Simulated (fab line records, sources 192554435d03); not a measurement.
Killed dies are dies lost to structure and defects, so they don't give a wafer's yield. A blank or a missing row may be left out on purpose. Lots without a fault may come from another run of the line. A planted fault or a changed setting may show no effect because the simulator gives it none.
Which tool did it? | flow n5_finfet | 24 lots, 72 wafers sampled, at 4 steps of a route of 1938

WHAT THE GAUGES READ, wafer by wafer
N5_BEOL_M13_THK_MEAS_50: measures by xrf. Usual: M13_THK 412 nm, standard deviation 10.
lot  | measured     | on            | M13_THK (nm) | flag
L074 | day 11 21:02 | film_metro-02 | 423 410 420  |
L075 | day 11 23:41 | film_metro-02 | 409 400 417  |
L078 | day 13 20:49 | film_metro-01 | 403 399 399  |
L077 | day 13 22:10 | film_metro-01 | 408 399 398  |
L076 | day 14 04:42 | film_metro-01 | 397 423 396  |
L083 | day 14 07:53 | film_metro-01 | 400 411 403  |
L080 | day 14 12:40 | film_metro-02 | 419 416 407  |
L081 | day 14 14:45 | film_metro-01 | 395 413 412  |
L079 | day 15 01:49 | film_metro-01 | 410 389 421  |
L082 | day 15 06:16 | film_metro-02 | 406 421 407  |
L084 | day 15 13:28 | film_metro-02 | 408 408 417  |
L086 | day 15 18:02 | film_metro-02 | 417 421 420  |
L085 | day 15 23:12 | film_metro-01 | 402 402 398  |
L088 | day 16 03:26 | film_metro-02 | 398 423 416  |
L087 | day 16 11:33 | film_metro-01 | 430 409 420  |
L091 | day 16 19:47 | film_metro-02 | 437 414 422  |
L089 | day 17 03:53 | film_metro-02 | 419 394 420  |
L093 | day 17 06:53 | film_metro-01 | 422 432 428  |
L090 | day 17 10:33 | film_metro-02 | 403 426 401  |
L094 | day 17 19:44 | film_metro-01 | 394 409 406  |
L092 | day 17 20:11 | film_metro-02 | 419 404 408  |
L095 | day 18 03:28 | film_metro-01 | 401 391 415  |
L096 | day 18 15:51 | film_metro-01 | 403 404 404  |
L097 | day 18 19:37 | film_metro-01 | 423 428 427  |

N5_BEOL_M14_INSPECT_12: inspects for defects (macro). Usual: raw_defect_count 2.3, standard deviation 1.6.
lot  | measured     | on                | raw_defect_count | flag
L074 | day 11 21:47 | defect_inspect-01 | 4 3 2            |
L075 | day 12 00:38 | defect_inspect-02 | 1 3 3            |
L078 | day 13 21:33 | defect_inspect-01 | 0 6 2            |
L077 | day 13 22:55 | defect_inspect-01 | 2 2 3            |
L076 | day 14 05:26 | defect_inspect-01 | 2 1 4            |
L083 | day 14 08:46 | defect_inspect-01 | 3 3 3            |
L080 | day 14 13:32 | defect_inspect-01 | 1 1 5            |
L081 | day 14 15:29 | defect_inspect-01 | 2 1 2            |
L079 | day 15 02:34 | defect_inspect-01 | 1 4 3            |
L082 | day 15 07:01 | defect_inspect-02 | 2 4 3            |
L084 | day 15 14:12 | defect_inspect-01 | 1 0 2            |
L086 | day 15 18:47 | defect_inspect-01 | 1 0 1            |
L085 | day 16 00:02 | defect_inspect-02 | 1 5 1            |
L088 | day 16 04:18 | defect_inspect-02 | 3 2 1            |
L087 | day 16 12:19 | defect_inspect-02 | 1 2 2            |
L091 | day 16 20:39 | defect_inspect-01 | 6 2 2            |
L089 | day 17 04:45 | defect_inspect-01 | 2 0 1            |
L093 | day 17 07:37 | defect_inspect-02 | 2 3 1            |
L090 | day 17 11:24 | defect_inspect-02 | 0 4 1            |
L094 | day 17 20:29 | defect_inspect-01 | 1 2 1            |
L092 | day 17 21:15 | defect_inspect-02 | 2 1 2            |
L095 | day 18 04:21 | defect_inspect-02 | 4 2 4            |
L096 | day 18 16:35 | defect_inspect-01 | 1 2 1            |
L097 | day 18 20:29 | defect_inspect-02 | 1 4 4            |

WHICH TOOL RAN EACH LOT (tool, then ch and the chambers of the sampled wafers, then the start)
lot  | N5_BEOL_M13_ETCH_38                | N5_BEOL_M13_PRE_CLEAN_42
L074 | rie_diel-06 ch 0,1,3, day 11 19:14 | pvd_sputter-03, day 11 19:58
L075 | rie_diel-05 ch 0,1, day 11 21:19   | pvd_sputter-03, day 11 22:37
L078 | rie_diel-05 ch 0,1,3, day 13 19:28 | pvd_sputter-03, day 13 19:42
L077 | rie_diel-01 ch 0,1,2, day 13 20:38 | pvd_sputter-03, day 13 21:02
L076 | rie_diel-01 ch 0,2,3, day 14 01:52 | pvd_sputter-02, day 14 03:37
L083 | rie_diel-05 ch 1,2, day 14 05:35   | pvd_sputter-01, day 14 06:01
L080 | rie_diel-01 ch 0,1,3, day 14 10:49 | pvd_sputter-03, day 14 11:17
L081 | rie_diel-01 ch 0,3, day 14 13:14   | pvd_sputter-03, day 14 13:41
L079 | rie_diel-01 ch 0,1,3, day 15 00:07 | pvd_sputter-01, day 15 00:45
L082 | rie_diel-01 ch 0,1,3, day 15 04:05 | pvd_sputter-03, day 15 04:55
L084 | rie_diel-06 ch 0,3, day 15 11:34   | pvd_sputter-01, day 15 12:01
L086 | rie_diel-06 ch 0,2, day 15 16:34   | pvd_sputter-01, day 15 16:57
L085 | rie_diel-01 ch 0,3, day 15 21:32   | pvd_sputter-01, day 15 22:07
L088 | rie_diel-05 ch 0,2,3, day 16 01:26 | pvd_sputter-02, day 16 02:22
L087 | rie_diel-01 ch 0,1, day 16 09:59   | pvd_sputter-02, day 16 10:29
L091 | rie_diel-05 ch 0,1,2, day 16 18:02 | pvd_sputter-01, day 16 18:43
L089 | rie_diel-05 ch 0,2, day 17 02:16   | pvd_sputter-01, day 17 02:32
L093 | rie_diel-05 ch 0,3, day 17 05:13   | pvd_sputter-03, day 17 05:49
L090 | rie_diel-01 ch 0,2,3, day 17 08:44 | pvd_sputter-03, day 17 09:20
L094 | rie_diel-01 ch 0,1,2, day 17 18:11 | pvd_sputter-02, day 17 18:38
L092 | rie_diel-01 ch 2,3, day 17 18:18   | pvd_sputter-01, day 17 18:49
L095 | rie_diel-06 ch 0,2,3, day 18 01:57 | pvd_sputter-01, day 18 02:24
L096 | rie_diel-05 ch 1,3, day 18 14:11   | pvd_sputter-01, day 18 14:47
L097 | rie_diel-01 ch 0,3, day 18 17:58   | pvd_sputter-03, day 18 18:29
- N5_BEOL_M13_ETCH_38: etches SiCN in CF4/N2, target depth 67.5 nm, time 71.9 s.
- N5_BEOL_M13_PRE_CLEAN_42: time 30 s.

WHAT THE TOOLS THEMSELVES READ (means of the sampled wafers that have a number; where no wafer has one, the mark that the record gives instead)
N5_BEOL_M13_ETCH_38. Usual: drypump_motor_current_A 5.74 A, standard deviation 0.25; oes_product_au 0.78 a.u., standard deviation 0.076; rf_vpp_V 381.9 V, standard deviation 1.7; showerhead_plenum_p_Torr 2.19 Torr, standard deviation 0.069; throttle_valve_pct 15.40 %, standard deviation 0.25.
lot  | tool        | drypump_motor_current_A (A) | oes_product_au (a.u.) | rf_vpp_V (V) | showerhead_plenum_p_Torr (Torr) | throttle_valve_pct (%) | flag
L074 | rie_diel-06 | 5.87                        | 0.75                  | 384.0        | 2.24                            | 15.47                  |
L075 | rie_diel-05 | 5.38                        | 0.70                  | 380.9        | 2.13                            | 15.71                  |
L078 | rie_diel-05 | 5.55                        | 0.74                  | 380.4        | 2.13                            | 15.52                  |
L077 | rie_diel-01 | 5.81                        | 0.77                  | 382.7        | 2.21                            | 15.42                  |
L076 | rie_diel-01 | 5.73                        | 0.80                  | 382.0        | 2.21                            | 15.31                  |
L083 | rie_diel-05 | 5.34                        | 0.77                  | 380.4        | 2.12                            | 15.66                  |
L080 | rie_diel-01 | 5.89                        | 0.82                  | 382.7        | 2.20                            | 15.23                  |
L081 | rie_diel-01 | 5.72                        | 0.81                  | 381.1        | 2.17                            | 15.09                  |
L079 | rie_diel-01 | 5.86                        | 0.81                  | 382.1        | 2.20                            | 15.23                  |
L082 | rie_diel-01 | 5.85                        | 0.81                  | 382.8        | 2.20                            | 15.24                  |
L084 | rie_diel-06 | 5.74                        | 0.73                  | 383.9        | 2.30                            | 15.59                  |
L086 | rie_diel-06 | 5.96                        | 0.72                  | 381.7        | 2.17                            | 15.57                  |
L085 | rie_diel-01 | 5.75                        | 0.79                  | 381.2        | 2.17                            | 15.12                  |
L088 | rie_diel-05 | 5.76                        | 0.81                  | 382.2        | 2.15                            | 15.43                  |
L087 | rie_diel-01 | 5.82                        | 0.77                  | 380.6        | 2.16                            | 15.24                  |
L091 | rie_diel-05 | 5.55                        | 0.75                  | 380.8        | 2.14                            | 15.64                  |
L089 | rie_diel-05 | 5.72                        | 0.75                  | 382.0        | 2.16                            | 15.59                  |
L093 | rie_diel-05 | 5.76                        | 0.76                  | 381.0        | 2.14                            | 15.38                  |
L090 | rie_diel-01 | 5.74                        | 0.85                  | 382.3        | 2.21                            | 15.19                  |
L094 | rie_diel-01 | 5.80                        | 0.81                  | 382.2        | 2.20                            | 15.32                  |
L092 | rie_diel-01 | 5.79                        | 0.86                  | 382.5        | 2.24                            | 15.20                  |
L095 | rie_diel-06 | 5.78                        | 0.71                  | 382.6        | 2.24                            | 15.62                  |
L096 | rie_diel-05 | 5.57                        | 0.74                  | 379.5        | 2.11                            | 15.46                  |
L097 | rie_diel-01 | 5.73                        | 0.78                  | 381.6        | 2.16                            | 15.16                  |

N5_BEOL_M13_PRE_CLEAN_42. Usual: heater_power_w 350 W, standard deviation 34.
lot  | tool           | heater_power_w (W) | flag
L074 | pvd_sputter-03 | 354                |
L075 | pvd_sputter-03 | 359                |
L078 | pvd_sputter-03 | 329                |
L077 | pvd_sputter-03 | 335                |
L076 | pvd_sputter-02 | 311                |
L083 | pvd_sputter-01 | 381                |
L080 | pvd_sputter-03 | 339                |
L081 | pvd_sputter-03 | 346                |
L079 | pvd_sputter-01 | 365                |
L082 | pvd_sputter-03 | 326                |
L084 | pvd_sputter-01 | 348                |
L086 | pvd_sputter-01 | 372                |
L085 | pvd_sputter-01 | 403                |
L088 | pvd_sputter-02 | 332                |
L087 | pvd_sputter-02 | 310                |
L091 | pvd_sputter-01 | 405                |
L089 | pvd_sputter-01 | 350                |
L093 | pvd_sputter-03 | 362                |
L090 | pvd_sputter-03 | 349                |
L094 | pvd_sputter-02 | 326                |
L092 | pvd_sputter-01 | 385                |
L095 | pvd_sputter-01 | 353                |
L096 | pvd_sputter-01 | 345                |
L097 | pvd_sputter-03 | 351                |

THE ANSWER, worked out from the rows above alone
Rule: a lot is off if the mean of its wafers that have a number lies more than 3 standard deviations from the usual mean. A lot without any number at a reading at which 4 lots or more have one is off too. The other lots that the step has rows for count as sound. The gauges are gone through in route order, then the tools' own readings, and for those a lot's mean is taken as printed above. The first step at which some lot is off is used, and at that step the reading that is off furthest; a lot without a number counts as furthest.
No lot is off at any reading shown: from this, nothing can be told.

WHAT THE SIMULATOR HAD PUT IN
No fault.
